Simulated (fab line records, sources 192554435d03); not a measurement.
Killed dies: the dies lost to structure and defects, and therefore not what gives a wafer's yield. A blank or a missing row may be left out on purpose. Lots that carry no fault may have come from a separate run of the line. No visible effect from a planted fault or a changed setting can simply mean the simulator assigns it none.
8D (eight disciplines) problem report, filled in by code -- flow n5 finfet -- the parts of the form that need people (team, actions taken, sign-off) are left out

1. WHAT WENT WRONG
At N5_PASSIVATION_PROBE_49, killed_at_M4_up averages 162 over 6 wafers from 2 lots, while fault-free wafers read 15, standard deviation 6.2. That puts it +24 standard deviations away from the usual mean.
First seen on wafer L933.1, day 14 08:59, on prober-02. Wafers with a number at this step in the record: 9, from 3 lots. The rule behind "out" and "out of limits": a value lying over 4 standard deviations away from the usual mean. Any other wafer with a number is counted as sound.

2. WHAT IT IS, WHAT IT ISN'T
question,is,is not
which readings at this step,"killed_at_M4_up, defect limited yield, killed dies, sort_bin_5_function, sort n pass, sort yield pct","killed_at_M0_to_M3, killed at contacts, killed at front end, killed at other, killed open, killed short"
which lots,"L933, L936",L943
which wafers of those lots,all that have a number,-
read on which tools,prober-02,prober-01
when,from day 14 08:59,up to then (0 sound wafers); but 3 sound wafers of L943 came after

3. WHAT RULES OUT EACH SUSPECT
Counting: a tool at a process step up to the reading stays a suspect if it ran every lot that is out and no sound lot after the first of them.
- pvd sputter-03 at N5_BEOL_M4_SPUTTER_88 (material Cu, target thk 4.5 nm, time 8.29 s): kept. It ran every lot that is out, first L933 (day 9 20:43), and no sound lot after that.
- prober-02 at N5_PASSIVATION_PROBE_49: kept. It ran every lot that is out, first L933 (day 14 08:59), and no sound lot after that. Its own defect limited yield, killed_at_M4_up, killed dies, sort_bin_5_function, sort n pass, sort yield pct readings are out on those wafers.
Remaining after the count are pvd sputter-03 at N5_BEOL_M4_SPUTTER_88 and prober-02 at N5_PASSIVATION_PROBE_49.

4. THE CAUSE (what the simulator had put in)
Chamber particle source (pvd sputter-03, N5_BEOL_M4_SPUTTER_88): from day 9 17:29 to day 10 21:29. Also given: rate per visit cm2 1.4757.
2 suspects survive the count, and this tool is in that group.

5. THE CHAIN OF EFFECTS, in route order
Rows list readings where the struck wafers' mean (over those with a number) sits beyond 3 standard deviations from the usual. Readings are gone through only where the record gives a usual standard deviation; hours: the median, over the lots, of the time from a lot's start at the first step in this table giving one to that lot's start at this step; sigmas: the change measured in usual standard deviations.
hours,step,reading,usual,on struck wafers,change,sigmas
0,N5_PASSIVATION_PROBE_49,defect limited yield,91.2 %,80.1,-11.1,-6.9
0,N5_PASSIVATION_PROBE_49,killed_at_M4_up,15,162,+147,+24
0,N5_PASSIVATION_PROBE_49,killed dies,104,235,+131,+6.9
0,N5_PASSIVATION_PROBE_49,sort_bin_5_function,5.2 %,11.9,+6.7,+6.7
0,N5_PASSIVATION_PROBE_49,sort n pass,1076,945,-131,-6.9
0,N5_PASSIVATION_PROBE_49,sort yield pct,91.2 %,80.1,-11.1,-6.9
Here are the process steps it includes:
- N5_PASSIVATION_PROBE_49

6. HOW IT WOULD HAVE BEEN CAUGHT EARLIER
First out-of-limits reading in this record: day 14 08:59, which is 112 hours after fault onset at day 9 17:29.
No tool reading at N5_BEOL_M4_SPUTTER_88 that has a usual standard deviation in the record was out on any struck wafer, so an alarm limit of 4 standard deviations on those readings would not have fired.
By day 14 08:59, every lot that is out (2) had started N5_BEOL_M4_SPUTTER_88 on pvd sputter-03. Holding the tool at that point would not have protected any of them.
